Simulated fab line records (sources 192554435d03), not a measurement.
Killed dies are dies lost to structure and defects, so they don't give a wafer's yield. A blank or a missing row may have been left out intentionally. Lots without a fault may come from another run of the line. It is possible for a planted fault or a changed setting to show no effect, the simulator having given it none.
fab line records	flow n5-finfet
record: lots: 7	wafers: 21
route steps=1938 shown BEOL_M7@1289 BEOL_M8@1332 BEOL_M9@1408 BEOL_M11@1539 BEOL_M13@1710 BEOL_M14@1743
start-h: the number of hours between the record's first day and the start of the first shown wafer of the lot	wait-h: how many hours have passed since the lot's step before this one	" repeats the value in the row above	L1.1+2: a single row standing in for several wafers	- no value, or no start was given	* or withheld: withheld	< > ~ a bound
route shown NAME@n: a module of which the file shows steps, and the number in the route of the first	usual: mean/standard deviation of fault-free wafers	same: alike in all rows	chamber/n: place in a boat	sites: each site's reading	_std_site: standard deviation across them	_edge_site: outer sites' mean less inner sites'	radius-mm: for every site, how far away it sits from the centre of the wafer	mask NAME#n: copy n	behind: tool/chamber where the wafer was last shaped	hold: cause of the lot's hold/its duration in hours/its outcome	device: which transistor (n, p or np) failed to switch	end of line: the route-end tests of the same wafers	step lacking rows: just its recipe	killed: dies that structure and defects cost at the first sort, which is not the same as the wafer's yield	map: per-die view of a wafer (x killed, . not killed, _ where there is no die)
set.NAME: the setting the step ran with; set.NAME@STEP: the setting that earlier step ran with	model.NAME: the simulator's own value behind a step, which no gauge read
lots where settings were altered on purpose, with a table for each step and a row for each wafer
== steps ==
step: N5_BEOL_M7_COAT_71
recipe: resist: underlayer	temp-c: 205	time-s: 60	spin-rpm: 1500	resist-thk-nm: 5
lot.wafer	tool	chamber	start-h	wait-h	set.spin-rpm
L075.2+6	litho-track-05	0	-	-	1500
L075.3	"	0	"	"	1376
L083.1+5	litho-track-05	0	-	-	1427
L083.4	"	0	"	"	1500
L087.2+3+6	litho-track-02	0	-	-	1500
L086.3+5+6	litho-track-03	0	-	-	1500
L091.2+5	litho-track-05	0	-	-	1500
L091.3	"	0	"	"	1667
L093.2	litho-track-03	0	-	-	1500
L093.5+6	"	0	"	"	1575
L095.2+3+6	litho-track-05	0	-	-	1500
step: N5_BEOL_M7_COAT_22
recipe: resist: CAR-EUV	spin-rpm: 1500	resist-thk-nm: 30
step: N5_BEOL_M7_EBR_24
recipe: solvent: PGMEA	ebr-width-mm: 1.5
step: N5_BEOL_M7_DESCUM_33
recipe: chemistry: O2	time-s: 7	source-power-w: 50	bias-power-w: 20	pressure-mtorr: 20	rf-frequency-hz: 2.712e+07	temp-c: 40	resist: CAR-EUV	o2-flow-sccm: 225
step: N5_BEOL_M7_ETCH_72
recipe: chemistry: N2/H2	target: underlayer	target-depth-a: 65	mask-material: CAR-EUV	time-s: 5.2	ion-energy-ev: 200	pressure-mtorr: 30	source-w: 840	bias-w: 150	n2-flow-sccm: 200	h2-flow-sccm: 200	ends: cleared
lot.wafer	tool	chamber	start-h	wait-h	set.spin-rpm@BEOL_M7_COAT_71	model.etch.depth-nm
L075.2	rie-diel-05	3	211.01	0.0	1500	5.006
L075.3	"	0	"	"	1376	5.23
L075.6	"	3	"	"	1500	5.002
L083.1	rie-diel-05	0	268.84	0.0	1427	5.125
L083.4	"	3	"	"	1500	5.024
L083.5	"	2	"	"	1427	5.139
L087.2	rie-diel-04	2	271.34	0.0	1500	4.986
L087.3	"	0	"	"	1500	4.955
L087.6	"	3	"	"	1500	4.961
L086.3	rie-diel-04	2	275.46	0.0	1500	5.002
L086.5	"	2	"	"	1500	4.986
L086.6	"	0	"	"	1500	4.992
L091.2	rie-diel-04	0	313.05	0.0	1500	4.979
L091.3	"	3	"	"	1667	4.75
L091.5	"	1	"	"	1500	5.011
L093.2	rie-diel-01	0	324.21	0.0	1500	5.029
L093.5	"	2	"	"	1575	4.903
L093.6	"	1	"	"	1575	4.905
L095.2	rie-diel-04	2	341.39	0.0	1500	5.014
L095.3	"	3	"	"	1500	4.987
L095.6	"	1	"	"	1500	4.984
step: N5_BEOL_M7_DEP_56
recipe: material: SiCN	target-thk-a: 100	temp-c: withheld	precursor: 3MS/NH3	pressure-torr: 3	rf-w: 202	time-s: 17.5
lot.wafer	tool	chamber	start-h	wait-h	set.time-s	model.SiCN_of_BEOL_M7_DEP_56.thk-nm
L075.2	pecvd-01	1	214.28	0.0	17.5	10
L075.3	"	0	"	"	18.84	11
L075.6	"	0	"	"	18.84	10.8
L083.1	pecvd-02	2	272.43	0.0	18.84	10.6
L083.4	"	0	"	"	17.5	10
L083.5	"	1	"	"	18.84	10.8
L087.2	pecvd-04	1	275.40	0.0	20.04	11.2
L087.3	"	2	"	"	17.5	10
L087.6	"	0	"	"	17.5	9.8
L086.3	pecvd-01	2	278.61	0.0	19.25	10.8
L086.5	"	2	"	"	17.5	10
L086.6	"	0	"	"	19.25	11
L091.2+5	pecvd-01	2,1	316.30	0.0	17.5	10
L091.3	"	1	"	"	16.34	9.2
L093.2	pecvd-01	2	326.95	0.0	17.5	9.8
L093.5	"	1	"	"	15.31	8.8
L093.6	"	2	"	"	17.5	10
L095.2	pecvd-01	0	346.20	0.0	17.5	9.8
L095.3+6	"	2,0	"	"	17.5	10
step: N5_BEOL_M8_ILD_DEP_00
recipe: material: SiCOH_lowk	target-thk-a: 1797.5	temp-c: 300	precursor: DEMS/porogen	pressure-torr: 5	rf-w: 500	time-s: 33.4
lot.wafer	tool	chamber	start-h	wait-h	set.time-s	model.SiCOH_lowk_of_BEOL_M8_ILD_DEP_00.thk-nm
L075.2	pecvd-04	2	214.44	0.0	33.4	178.2
L075.3	"	0	"	"	35.64	187.2
L075.6	"	0	"	"	35.64	189.8
L083.1	pecvd-03	2	272.58	0.0	33.4	178.6
L083.4	"	2	"	"	33.4	182.4
L083.5	"	0	"	"	33.4	179
L087.2	pecvd-03	1	275.53	0.0	33.4	180.4
L087.3	"	2	"	"	33.4	182.2
L087.6	"	1	"	"	33.4	181
L086.3	pecvd-02	1	278.74	0.0	33.4	181.6
L086.5	"	2	"	"	33.4	185.4
L086.6	"	1	"	"	33.4	184.6
L091.2	pecvd-02	2	316.44	0.0	33.4	177.6
L091.3	"	0	"	"	33.4	178
L091.5	"	2	"	"	36.45	198.6
L093.2	pecvd-02	1	327.08	0.0	28.71	152.2
L093.5	"	1	"	"	28.71	158.4
L093.6	"	0	"	"	33.4	181.4
L095.2	pecvd-02	2	346.33	0.0	33.4	180.6
L095.3	"	0	"	"	33.4	178.2
L095.6	"	2	"	"	33.4	181.2
step: N5_BEOL_M8_CURE_74
recipe: temp-c: 385	time-s: 240	ambient: He/Ar	material: SiCOH_lowk
lot.wafer	tool	chamber	start-h	wait-h	set.time-s@BEOL_M8_ILD_DEP_00	model.SiCOH_lowk_of_BEOL_M8_ILD_DEP_00.thk-nm
L075.2	uv-cure-02	1	214.59	0.1	33.4	153.6
L075.3	"	1	"	"	35.64	161.6
L075.6	"	1	"	"	35.64	163.8
L083.1	uv-cure-03	2	272.68	0.1	33.4	154
L083.4	"	2	"	"	33.4	157.4
L083.5	"	2	"	"	33.4	154.4
L087.2	uv-cure-02	1	275.69	0.1	33.4	155.6
L087.3	"	1	"	"	33.4	157.2
L087.6	"	1	"	"	33.4	156
L086.3	uv-cure-03	2	278.96	0.2	33.4	156.6
L086.5	"	2	"	"	33.4	160
L086.6	"	2	"	"	33.4	159.2
L091.2	uv-cure-01	2	316.58	0.1	33.4	153.2
L091.3	"	2	"	"	33.4	153.4
L091.5	"	2	"	"	36.45	171.4
L093.2	uv-cure-02	0	327.23	0.1	28.71	131
L093.5	"	0	"	"	28.71	136.6
L093.6	"	0	"	"	33.4	156.4
L095.2	uv-cure-03	1	346.47	0.1	33.4	155.8
L095.3	"	1	"	"	33.4	153.6
L095.6	"	1	"	"	33.4	156.4
step: N5_BEOL_M8_THK_MEAS_01
recipe: reads: SiCOH_lowk_of_BEOL_M8_ILD_DEP_00
usual: M8_ILD_THK: 155.3/2.2
lot.wafer	tool	chamber	start-h	wait-h	set.time-s@BEOL_M8_ILD_DEP_00	M8_ILD_THK[nm]
L075.2	film-metro-02	-	215.03	0.4	33.4	153.4
L075.3	"	-	"	"	35.64	161.6
L075.6	"	-	"	"	35.64	163.9
L083.1	film-metro-02	-	273.19	0.4	33.4	154.0
L083.4	"	-	"	"	33.4	157.4
L083.5	"	-	"	"	33.4	154.3
L087.2	film-metro-01	-	276.13	0.4	33.4	155.6
L087.3	"	-	"	"	33.4	157.1
L087.6	"	-	"	"	33.4	156.3
L086.3	film-metro-02	-	279.32	0.3	33.4	156.6
L086.5	"	-	"	"	33.4	159.9
L086.6	"	-	"	"	33.4	159.2
L091.2	film-metro-02	-	317.02	0.4	33.4	153.1
L091.3	"	-	"	"	33.4	153.4
L091.5	"	-	"	"	36.45	171.3
L093.2	film-metro-02	-	327.66	0.4	28.71	130.9
L093.5	"	-	"	"	28.71	136.6
L093.6	"	-	"	"	33.4	156.4
L095.2	film-metro-02	-	346.91	0.4	33.4	155.7
L095.3	"	-	"	"	33.4	153.7
L095.6	"	-	"	"	33.4	156.3
step: N5_BEOL_M9_COAT_05
recipe: resist: CAR-ArF	spin-rpm: 1500	resist-thk-nm: 90
lot.wafer	tool	chamber	start-h	wait-h	set.spin-rpm	model.CAR-ArF_of_BEOL_M9_COAT_05.thk-nm
L075.2+3	litho-track-02	0	-	-	1597	87.2
L075.6	"	0	"	"	1500	90
L083.1	litho-track-05	0	-	-	1500	90.6
L083.4	"	0	"	"	1500	90.8
L083.5	"	0	"	"	1500	90.4
L087.2	litho-track-02	0	-	-	1557	88
L087.3+6	"	0	"	"	1557	88.2
L086.3	litho-track-05	0	-	-	1500	91
L086.5	"	0	"	"	1387	94.2
L086.6	"	0	"	"	1500	90.8
L091.2	litho-track-02	0	-	-	1500	90
L091.3	"	0	"	"	1612	87
L091.5	"	0	"	"	1500	90.4
L093.2	litho-track-05	0	-	-	1500	90.2
L093.5	"	0	"	"	1589	87.6
L093.6	"	0	"	"	1500	90.4
L095.2	litho-track-02	0	-	-	1500	89.8
L095.3+6	"	0	"	"	1500	90
step: N5_BEOL_M9_EBR_07
recipe: solvent: PGMEA	ebr-width-mm: 1.5
step: N5_BEOL_M9_SOFTBAKE_06
recipe: temp-c: 110	time-s: 60	resist: CAR-ArF
step: N5_BEOL_M9_EXPOSE_08
recipe: mask-id: M9	na: 1.35	source-shape: dipole	sigma-inner: 0.411	sigma-outer: 0.611	polarization: te	dose-mj: 53.75
step: N5_BEOL_M9_PEB_09
recipe: peb-temp-c: withheld	peb-time-s: 60	resist: CAR-ArF
step: N5_BEOL_M9_DEVELOP_10
recipe: develop-time-s: 30	developer: TMAH	resist: CAR-ArF	rinse-liquid: diw	dry: air-spin	dev-temp-c: 23
lot.wafer	tool	chamber	start-h	wait-h	set.spin-rpm@BEOL_M9_COAT_05	model.CAR-ArF_of_BEOL_M9_COAT_05.thk-nm
L075.2	litho-track-02	0	-	-	1597	85.6
L075.3	"	0	"	"	1597	85.4
L075.6	"	0	"	"	1500	88.2
L083.1+4	litho-track-05	0	-	-	1500	89
L083.5	"	0	"	"	1500	88.6
L087.2	litho-track-05	0	-	-	1557	86.2
L087.3+6	"	0	"	"	1557	86.4
L086.3	litho-track-05	0	-	-	1500	89.2
L086.5	"	0	"	"	1387	92.6
L086.6	"	0	"	"	1500	89
L091.2	litho-track-05	0	-	-	1500	88.2
L091.3	"	0	"	"	1612	85.4
L091.5	"	0	"	"	1500	88.6
L093.2+6	litho-track-05	0	-	-	1500	88.6
L093.5	"	0	"	"	1589	86
L095.2+3+6	litho-track-02	0	-	-	1500	88.2
step: N5_BEOL_M9_ETCH_62
recipe: chemistry: N2/H2	target: SOC	target-depth-a: 1100	overetch-a: 220	mask-material: SiARC	temp-c: 40	time-s: 165	ion-energy-ev: 200	pressure-mtorr: 30	source-w: 840	bias-w: 150	n2-flow-sccm: 200	h2-flow-sccm: 200
lot.wafer	tool	chamber	start-h	wait-h	set.time-s	model.SiARC_of_BEOL_M9_COAT_60.thk-nm
L075.2	rie-diel-04	3	223.43	0.0	165	23.6
L075.3	"	2	"	"	165	23.4
L075.6	"	3	"	"	151.4	24
L083.1	rie-diel-01	3	282.08	0.1	155	24
L083.4	"	0	"	"	165	23.8
L083.5	"	3	"	"	165	23.6
L087.2	rie-diel-04	3	285.93	0.0	165	23.6
L087.3+6	"	0	"	"	129.4	25
L086.3+5	rie-diel-05	1	288.56	0.0	185.5	22.8
L086.6	"	0	"	"	165	23.6
L091.2	rie-diel-04	3	329.67	0.0	129.2	25
L091.3	"	2	"	"	165	23.2
L091.5	"	0	"	"	165	23.6
L093.2	rie-diel-04	2	339.81	0.0	165	23.2
L093.5	"	3	"	"	140.7	24.6
L093.6	"	0	"	"	165	23.8
L095.2	rie-diel-04	1	360.53	0.0	165	23
L095.3+6	"	3	"	"	165	23.6
step: N5_BEOL_M11_PECVD_70
recipe: material: SiO2	target-thk-a: 200	temp-c: 400	precursor: TEOS/O2	pressure-torr: 5.5	rf-w: 450	teos-flow-sccm: 53.8	gas: O2	flow-sccm: 3000	time-s: 22.7
lot.wafer	tool	chamber	start-h	wait-h	set.temp-c	model.SiO2_of_BEOL_M11_PECVD_70.thk-nm
L075.2	pecvd-01	1	235.69	0.0	408.7	18.6
L075.3	"	0	"	"	408.7	18.8
L075.6	"	0	"	"	408.7	19.2
L083.1	pecvd-04	2	296.16	0.0	400	19.8
L083.4	"	2	"	"	400	20
L083.5	"	1	"	"	383.4	22
L087.2	pecvd-04	0	304.20	0.0	382.7	22
L087.3	"	1	"	"	400	19.6
L087.6	"	0	"	"	382.7	22.4
L086.3+5	pecvd-02	1,0	307.45	0.0	416.9	18
L086.6	"	2	"	"	400	20.4
L091.2	pecvd-02	1	343.21	0.0	413.4	18.4
L091.3	"	0	"	"	400	20.2
L091.5	"	0	"	"	413.4	18.6
L093.2	pecvd-01	2	352.75	0.0	400	19.6
L093.5	"	1	"	"	400	20.4
L093.6	"	0	"	"	410.7	18.6
L095.2+6	pecvd-01	1,2	376.99	0.0	400	20
L095.3	"	2	"	"	400	20.4
step: N5_BEOL_M11_ETCH_62
recipe: chemistry: N2/H2	target: SOC	target-depth-a: 1100	overetch-a: 220	mask-material: SiARC	temp-c: 40	time-s: 165	ion-energy-ev: 200	pressure-mtorr: 30	source-w: 840	bias-w: 150	n2-flow-sccm: 200	h2-flow-sccm: 200
lot.wafer	tool	chamber	start-h	wait-h	set.time-s	model.SiARC_of_BEOL_M11_COAT_60.thk-nm
L075.2	rie-diel-05	2	237.78	0.0	165	23.8
L075.3+6	"	0,1	"	"	165	23.6
L083.1	rie-diel-01	1	299.82	0.0	165	23.2
L083.4	"	0	"	"	128.6	25
L083.5	"	1	"	"	165	23.4
L087.2	rie-diel-01	2	306.80	0.0	138.9	24.6
L087.3	"	0	"	"	165	23.8
L087.6	"	3	"	"	165	23.6
L086.3+5+6	rie-diel-04	3,3,0	309.00	0.0	146.5	24.4
L091.2+5	rie-diel-01	1	345.68	0.0	165	23.4
L091.3	"	3	"	"	153.6	24
L093.2	rie-diel-01	0	354.91	0.0	175.2	23.4
L093.5+6	"	1,2	"	"	165	23.4
L095.2	rie-diel-04	1	378.95	0.0	165	23
L095.3	"	3	"	"	165	23.8
L095.6	"	2	"	"	165	23.4
step: N5_BEOL_M11_EXPOSE_25
recipe: mask-id: V10	na: 1.35	source-shape: annular	sigma-inner: 0.5	sigma-outer: 0.8	polarization: unpolarized	dose-mj: 85.5
lot.wafer	tool	chamber	start-h	wait-h	mask	set.dose-mj
L075.2+6	arfi-scanner-03	0	239.05	-	V10#0	87.37
L075.3	"	0	"	"	V10#0	85.5
L083.1+4+5	arfi-scanner-02	0	301.36	-	V10#0	85.5
L087.2+3	arfi-scanner-02	0	307.36	-	V10#0	85.5
L087.6	"	0	"	"	V10#0	88
L086.3+5+6	arfi-scanner-02	0	309.63	-	V10#0	85.5
L091.2+3+5	arfi-scanner-01	0	349.46	-	V10#0	85.5
L093.2+6	arfi-scanner-03	0	355.65	-	V10#0	81.2
L093.5	"	0	"	"	V10#0	85.5
L095.2+3+6	arfi-scanner-02	0	380.18	-	V10#0	85.5
step: N5_BEOL_M11_PEB_26
recipe: peb-temp-c: withheld	peb-time-s: 60	resist: CAR-ArF
step: N5_BEOL_M11_DEVELOP_27
recipe: develop-time-s: 30	developer: TMAH	resist: CAR-ArF	rinse-liquid: diw	dry: air-spin	dev-temp-c: 23
step: N5_BEOL_M11_CD_MEAS_28
recipe: target-cd-nm: 70	landing-energy-ev: 500	detector: se-inlens	polarity: opening
usual: cd-nm: 70.0/0.86
lot.wafer	tool	chamber	start-h	wait-h	set.dose-mj@BEOL_M11_EXPOSE_25	cd-nm
L075.2	cd-sem-01	0	239.18	-	87.37	71.7
L075.3	"	0	"	"	85.5	69.8
L075.6	"	0	"	"	87.37	70.9
L083.1	cd-sem-01	0	301.49	-	85.5	69.2
L083.4	"	0	"	"	85.5	70.1
L083.5	"	0	"	"	85.5	70.7
L087.2	cd-sem-01	0	307.48	-	85.5	69.7
L087.3	"	0	"	"	85.5	68.3
L087.6	"	0	"	"	88	71.6
L086.3	cd-sem-03	0	309.75	-	85.5	71.5
L086.5	"	0	"	"	85.5	71.1
L086.6	"	0	"	"	85.5	70.4
L091.2	cd-sem-01	0	349.59	-	85.5	69.9
L091.3	"	0	"	"	85.5	71.4
L091.5	"	0	"	"	85.5	70.5
L093.2	cd-sem-03	0	355.77	-	81.2	66.7
L093.5	"	0	"	"	85.5	70.5
L093.6	"	0	"	"	81.2	66.4
L095.2	cd-sem-03	0	380.31	-	85.5	69.5
L095.3	"	0	"	"	85.5	68.2
L095.6	"	0	"	"	85.5	70.0
step: N5_BEOL_M11_STRIP_77
recipe: chemistry: N2/H2	time-s: 10	power-w: 450	temp-c: 40	pressure-mtorr: 20	rf-frequency-hz: 6e+07	bias-power-w: 7	n2-flow-sccm: 200	h2-flow-sccm: 200
step: N5_BEOL_M11_HM_STRIP_39
recipe: chemistry: peroxide-tin-strip	material: TiN	target-depth-a: 250	temp-c: 50	time-s: 158
lot.wafer	tool	chamber	start-h	wait-h	set.temp-c@BEOL_M11_PECVD_70	model.SiO2_of_BEOL_M11_PECVD_70.thk-nm
L075.2	wet-bench-06	7	239.79	0.0	408.7	18.4
L075.3	"	4	"	"	408.7	18.6
L075.6	"	0	"	"	408.7	19
L083.1	wet-bench-02	1	302.11	0.0	400	19.6
L083.4	"	3	"	"	400	19.8
L083.5	"	6	"	"	383.4	21.8
L087.2	wet-bench-01	1	308.38	0.0	382.7	21.8
L087.3	"	4	"	"	400	19.6
L087.6	"	7	"	"	382.7	22.2
L086.3	wet-bench-06	0	311.13	0.0	416.9	18
L086.5	"	2	"	"	416.9	17.8
L086.6	"	6	"	"	400	20.2
L091.2+5	wet-bench-06	6,1	350.43	0.0	413.4	18.4
L091.3	"	3	"	"	400	20.2
L093.2	wet-bench-01	5	356.38	0.0	400	19.4
L093.5	"	0	"	"	400	20.4
L093.6	"	2	"	"	410.7	18.6
L095.2+6	wet-bench-01	4,7	380.92	0.0	400	20
L095.3	"	3	"	"	400	20.2
step: N5_BEOL_M13_CMP_49
recipe: stop-on: SiOC	t-overpolish-s: 17.1	down-force-psi: 1	platen-rpm: 50	clearing-platen-down-force-psi: 1.5	clearing-platen-rpm: 50	post-cmp-clean: cu-alkaline	target-thk-nm: 420	clearing-platen-pad-velocity-m-s: 0.99484	pad-velocity-m-s: 0.99484
usual: barrier-field-endpoint-s: 30.7/0.78
lot.wafer	tool	chamber	start-h	wait-h	set.down-force-psi	barrier-field-endpoint-s
L075.2	cmp-04	3	254.42	0.3	1.098	29.0
L075.3	"	0	"	"	1.098	27.3
L075.6	"	1	"	"	1	31.3
L083.4	cmp-02	1	317.41	0.2	1	30.5
L083.1	"	2	"	"	1	31.3
L083.5	"	0	"	"	1	31.0
L087.3	cmp-02	1	326.50	0.3	0.8941	34.7
L087.2	"	2	"	"	1	31.1
L087.6	"	0	"	"	1	31.2
L086.3	cmp-04	1	329.12	0.2	0.8015	40.1
L086.6	"	1	"	"	0.8015	38.5
L086.5	"	2	"	"	1	31.7
L091.2	cmp-02	1	361.19	0.2	1	30.2
L091.3	"	3	"	"	1.133	26.8
L091.5	"	1	"	"	1	30.8
L093.2	cmp-02	3	372.35	0.3	1	29.7
L093.6	"	3	"	"	0.7886	37.9
L093.5	"	0	"	"	1	30.5
L095.2	cmp-04	1	393.85	0.2	1	30.3
L095.3	"	3	"	"	1	29.7
L095.6	"	0	"	"	1	30.1
step: N5_BEOL_M14_PEB_26
recipe: peb-temp-c: 130	peb-time-s: 90
lot.wafer	tool	chamber	start-h	wait-h	set.peb-temp-c
L075.2+3	litho-track-05	0	256.19	0.0	127.3
L075.6	"	0	"	"	130
L083.1+5	litho-track-02	0	319.18	0.1	130
L083.4	"	0	"	"	127.5
L087.2+3+6	litho-track-05	0	328.39	0.0	130
L086.3	litho-track-05	0	330.96	0.0	128.2
L086.5+6	"	0	"	"	130
L091.2	litho-track-02	0	362.99	0.0	130
L091.3+5	"	0	"	"	127.2
L093.2+5	litho-track-05	0	374.32	0.0	131
L093.6	"	0	"	"	130
L095.2+3+6	litho-track-04	0	395.73	0.0	130
step: N5_BEOL_M14_DEVELOP_27
recipe: develop-time-s: 45	rinse-liquid: diw	dry: air-spin	dev-temp-c: 21
step: N5_BEOL_M14_HARDBAKE_32
recipe: temp-c: 130	time-s: 120
step: N5_BEOL_M14_CD_MEAS_28
recipe: target-cd-nm: 284.4	landing-energy-ev: 500	detector: se-inlens
usual: cd-nm: 283.4/1.5
lot.wafer	tool	chamber	start-h	wait-h	set.peb-temp-c@BEOL_M14_PEB_26	cd-nm
L075.2	cd-sem-01	0	256.30	-	127.3	269.7
L075.3	"	0	"	"	127.3	269.5
L075.6	"	0	"	"	130	283.4
L083.1	cd-sem-02	0	319.30	-	130	284.0
L083.4	"	0	"	"	127.5	268.6
L083.5	"	0	"	"	130	282.9
L087.2	cd-sem-03	0	328.50	-	130	283.0
L087.3	"	0	"	"	130	283.2
L087.6	"	0	"	"	130	283.7
L086.3	cd-sem-01	0	331.08	-	128.2	275.2
L086.5	"	0	"	"	130	281.6
L086.6	"	0	"	"	130	282.2
L091.2	cd-sem-01	0	363.11	-	130	284.4
L091.3	"	0	"	"	127.2	271.4
L091.5	"	0	"	"	127.2	269.7
L093.2	cd-sem-03	0	374.43	-	131	285.9
L093.5	"	0	"	"	131	284.7
L093.6	"	0	"	"	130	284.2
L095.2	cd-sem-01	0	395.85	-	130	283.2
L095.3	"	0	"	"	130	285.9
L095.6	"	0	"	"	130	285.2
step: N5_BEOL_M14_DESCUM_33
recipe: chemistry: O2	time-s: 7.9	source-power-w: 50	bias-power-w: 20	pressure-mtorr: 20	rf-frequency-hz: 2.712e+07	temp-c: 40	o2-flow-sccm: 225
lot.wafer	tool	chamber	start-h	wait-h	set.peb-temp-c@BEOL_M14_PEB_26	model.BEOL_M14.cd-nm
L075.2	rie-diel-03	2	256.39	0.0	127.3	269.8
L075.3	"	1	"	"	127.3	269.4
L075.6	"	3	"	"	130	283.4
L083.1	rie-diel-02	3	319.60	0.2	130	283.8
L083.4	"	1	"	"	127.5	268.6
L083.5	"	0	"	"	130	283
L087.2	rie-diel-03	3	328.79	0.2	130	282.8
L087.3+6	"	2,1	"	"	130	283.2
L086.3	rie-diel-02	2	331.16	0.0	128.2	274.8
L086.5	"	1	"	"	130	281.6
L086.6	"	0	"	"	130	282.4
L091.2	rie-diel-06	3	363.19	0.0	130	284.4
L091.3	"	1	"	"	127.2	271.2
L091.5	"	0	"	"	127.2	269.4
L093.2	rie-diel-03	1	374.79	0.3	131	286.2
L093.5	"	0	"	"	131	284.8
L093.6	"	1	"	"	130	284
L095.2	rie-diel-06	2	395.94	0.0	130	283.2
L095.3	"	3	"	"	130	286
L095.6	"	1	"	"	130	285.2
== key ==
split: step: N5_BEOL_M7_COAT_71	setting: spin-rpm	stated: 1500	by: wafer
response: step: N5_BEOL_M7_ETCH_72	reading: model.etch.depth-nm	change: -0.0238	per: 1%	r: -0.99
split: step: N5_BEOL_M7_DEP_56	setting: time-s	stated: 17.5	by: wafer
response: step: N5_BEOL_M7_DEP_56	reading: model.SiCN_of_BEOL_M7_DEP_56.thk-nm	change: +0.0942	per: 1%	r: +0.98
split: step: N5_BEOL_M8_ILD_DEP_00	setting: time-s	stated: 33.4	by: wafer
response: step: N5_BEOL_M8_ILD_DEP_00	reading: model.SiCOH_lowk_of_BEOL_M8_ILD_DEP_00.thk-nm	change: +1.92	per: 1%	r: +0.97
response: step: N5_BEOL_M8_CURE_74	reading: model.SiCOH_lowk_of_BEOL_M8_ILD_DEP_00.thk-nm	change: +1.67	per: 1%	r: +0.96
response: step: N5_BEOL_M8_THK_MEAS_01	reading: M8_ILD_THK	change: +1.67	per: 1%	r: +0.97
split: step: N5_BEOL_M9_COAT_05	setting: spin-rpm	stated: 1500	by: wafer
response: step: N5_BEOL_M9_COAT_05	reading: model.CAR-ArF_of_BEOL_M9_COAT_05.thk-nm	change: -0.437	per: 1%	r: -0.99
response: step: N5_BEOL_M9_DEVELOP_10	reading: model.CAR-ArF_of_BEOL_M9_COAT_05.thk-nm	change: -0.431	per: 1%	r: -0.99
split: step: N5_BEOL_M9_ETCH_62	setting: time-s	stated: 165	by: wafer
response: step: N5_BEOL_M9_ETCH_62	reading: model.SiARC_of_BEOL_M9_COAT_60.thk-nm	change: -0.0687	per: 1%	r: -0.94
split: step: N5_BEOL_M11_PECVD_70	setting: temp-c	stated: 400	by: wafer
response: step: N5_BEOL_M11_PECVD_70	reading: model.SiO2_of_BEOL_M11_PECVD_70.thk-nm	change: -0.548	per: 1%	r: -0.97
response: step: N5_BEOL_M11_HM_STRIP_39	reading: model.SiO2_of_BEOL_M11_PECVD_70.thk-nm	change: -0.531	per: 1%	r: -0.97
split: step: N5_BEOL_M11_ETCH_62	setting: time-s	stated: 165	by: wafer
response: step: N5_BEOL_M11_ETCH_62	reading: model.SiARC_of_BEOL_M11_COAT_60.thk-nm	change: -0.0679	per: 1%	r: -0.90
split: step: N5_BEOL_M11_EXPOSE_25	setting: dose-mj	stated: 85.5	by: wafer
response: step: N5_BEOL_M11_CD_MEAS_28	reading: cd-nm	change: +0.798	per: 1%	r: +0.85
split: step: N5_BEOL_M13_CMP_49	setting: down-force-psi	stated: 1	by: wafer
response: step: N5_BEOL_M13_CMP_49	reading: barrier-field-endpoint-s	change: -0.353	per: 1%	r: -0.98
split: step: N5_BEOL_M14_PEB_26	setting: peb-temp-c	stated: 130	by: wafer
response: step: N5_BEOL_M14_CD_MEAS_28	reading: cd-nm	change: +6.41	per: 1%	r: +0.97
response: step: N5_BEOL_M14_DESCUM_33	reading: model.BEOL_M14.cd-nm	change: +6.51	per: 1%	r: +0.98
